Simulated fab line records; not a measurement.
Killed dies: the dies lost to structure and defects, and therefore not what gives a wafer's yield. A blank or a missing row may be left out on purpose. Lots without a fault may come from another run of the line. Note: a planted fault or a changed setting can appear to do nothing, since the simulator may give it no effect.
Comparing a struck lot with a sound one	flow n5 finfet	38 out of 1938 route steps
Sound: the wafers L810.1, L810.4, L810.6. Struck: wafer L821.5 (left out: L821.4, L821.6 of the same lot, which were not struck); the cause appears at the end.
For every step that has rows: the tool of each side, followed by ch and its chambers, followed by its first start. Under that, the readings that differ: sound wafers	struck wafers	difference of the means	sigmas: that difference in standard deviations of wafers without a fault.
alike: words and numbers the same on both sides, and readings whose means are apart by under 2 such deviations; not compared: readings that were withheld, readings missing a value for some wafer, numbers with overlapping values and no deviation given by the record, and bounds like >300 which may hide the same value.
A row with sigmas, a row that says differs or no value, or rows on one side alone: a step with any of these is where the two part. Numbers that don't overlap but have no deviation are shown without sigmas and don't part them. A reading that every wafer of one side lacks parts them only if that side has two wafers or more.

first, 11 steps without rows for these wafers: N5_FIN_SAQP_DESCUM_21 (chemistry O2, time 7.9 s); N5_FIN_SAQP_ETCH_51 (etches SiARC in CF4, target depth 45.5 nm, time 75.8 s); N5_FIN_SAQP_ETCH_52 (etches SOC in N2/H2, target depth 100 nm, overetch 20 nm, time 150 s); N5_FIN_SAQP_STRIP_53 (strips in N2/H2); N5_FIN_SAQP_HM_OPEN_73 (chemistry CHF3/O2, target SiO2, stops on a-Si, target depth 12 nm, time 16.8 s); N5_FIN_SAQP_STRIP_74 (strips in CHF3/O2); N5_FIN_SAQP_MANDREL_ETCH_22 (etches a-Si in HBr/Cl2, stops on SiNx, target depth 60 nm, bt time 10 s, time 30 s); N5_FIN_SAQP_STRIP_55 (strips in N2/H2); N5_FIN_SAQP_STRIP_23 (strips in SPM, time 750 s); N5_FIN_SAQP_SRD_66 (time 30 s); N5_FIN_SAQP_RECESS_75 (chemistry HF/NH3, target SiO2, target depth 14.4 nm, afs cycles 3, sublimation time 60 s).
N5_FIN_SAQP_SPACER1_ALD_24: deposits SiO2, target thk 20.3 nm, pulse time 1 s, purge time 2 s.
  sound on ald sin-02 ch 1,3, day 1 23:32; struck on ald sin-02 ch 1, day 4 17:13
  alike: heater power w, precursor pulse height rel
  not compared: since wet clean h
then, 22 steps without rows for these wafers: N5_FIN_SAQP_SPACER1_ETCHBACK_25 (etches SiO2 in CHF3/O2, target depth 24.4 nm, time 12.2 s); N5_FIN_SAQP_MANDREL1_REMOVE_56 (chemistry HBr/Cl2/O2, target a-Si, stops on SiNx, bt time 10 s); N5_FIN_SAQP_ETCH_57 (etches SiNx in CH3F/O2, target depth 32.5 nm, time 46.4 s); N5_FIN_SAQP_ETCH_65 (etches SiO2 in CF4, target depth 4 nm, time 4.4 s); N5_FIN_SAQP_MANDREL_ETCH_58 (etches a-Si in HBr/Cl2, stops on SiNx, target depth 45 nm, bt time 10 s, time 27 s); N5_FIN_SAQP_RECESS_63 (chemistry HF/NH3, target SiO2, target depth 18 nm, afs cycles 3, sublimation time 60 s); N5_FIN_SAQP_COAT_68 (time 60 s, resist thk 100 nm); N5_FIN_SAQP_ETCH_69 (etches SOC in N2/H2, stops on SiNx, target depth 150 nm); N5_FIN_SAQP_ETCH_67 (etches SiNx in CH3F/O2, target depth 30 nm); N5_FIN_SAQP_STRIP_70 (strips in N2/H2); N5_FIN_SAQP_RECESS_71 (chemistry HF/NH3, target SiO2, target depth 3 nm, afs cycles 1, sublimation time 60 s); N5_FIN_SAQP_SPACER2_ALD_28 (deposits SiO2, target thk 8.1 nm, pulse time 1 s, purge time 2 s); N5_FIN_SAQP_SPACER2_ETCHBACK_29 (etches SiO2 in CHF3/O2, target depth 12.2 nm, time 6.1 s); N5_FIN_SAQP_MANDREL2_REMOVE_60 (chemistry HBr/Cl2/O2, target a-Si, stops on SiNx, bt time 10 s); N5_FIN_SAQP_HM_OPEN_33 (chemistry CH3F/O2, target SiNx, target depth 49.4 nm, time 70.6 s); N5_FIN_SAQP_ETCH_34 (etches SiO2 in C4F6/O2, target depth 45 nm, time 15 s); N5_FIN_SAQP_STRIP_77 (strips in N2/H2, time 90 s); N5_FIN_SAQP_ETCH_64 (etches SiO2 in CF4, target depth 1.5 nm); N5_FIN_SAQP_FIN_ETCH_36 (etches the open film in HBr/Cl2/O2, target depth 120 nm, time 50.4 s); N5_FIN_SAQP_PRECLEAN_38 (cleans in O3/DIW, time 45 s); N5_FIN_SAQP_PRECLEAN_45 (cleans in dHF, time 10 s); N5_FIN_SAQP_SRD_39 (time 30 s).
N5_FIN_SAQP_INSPECT_40: inspects for defects (brightfield).
  sound on defect inspect-01 at day 2 02:35; struck on defect inspect-01 at day 4 20:18
reading	sound	struck	difference	sigmas
raw defect count	179 235 200	1488	+1283	+17
then, 1 step without rows for these wafers: N5_FIN_CUT_COAT_18 (time 60 s, resist thk 230 nm).
N5_FIN_CUT_INSPECT_10: inspects for defects (brightfield).
  sound on defect inspect-02 at day 2 03:06; struck on defect inspect-02 at day 4 20:41
reading	sound	struck	difference	sigmas
raw defect count	31 50 45	1258	+1216	+94
-- a jump in the record: the struck wafers' starts before and after are 11 days apart (it breaks off in module FIN_CUT and resumes in module PASSIVATION, where the first step shown is number 1936 of the route) --
N5_PASSIVATION_PROBE_49:
  rows exist in the record for the struck wafers here (prober-02, day 15 20:49), but not for the sound ones

== WHERE THEY PART ==
First at N5_FIN_SAQP_INSPECT_40; last, within this record, at N5_PASSIVATION_PROBE_49.

WHY: what had been put in by the simulator
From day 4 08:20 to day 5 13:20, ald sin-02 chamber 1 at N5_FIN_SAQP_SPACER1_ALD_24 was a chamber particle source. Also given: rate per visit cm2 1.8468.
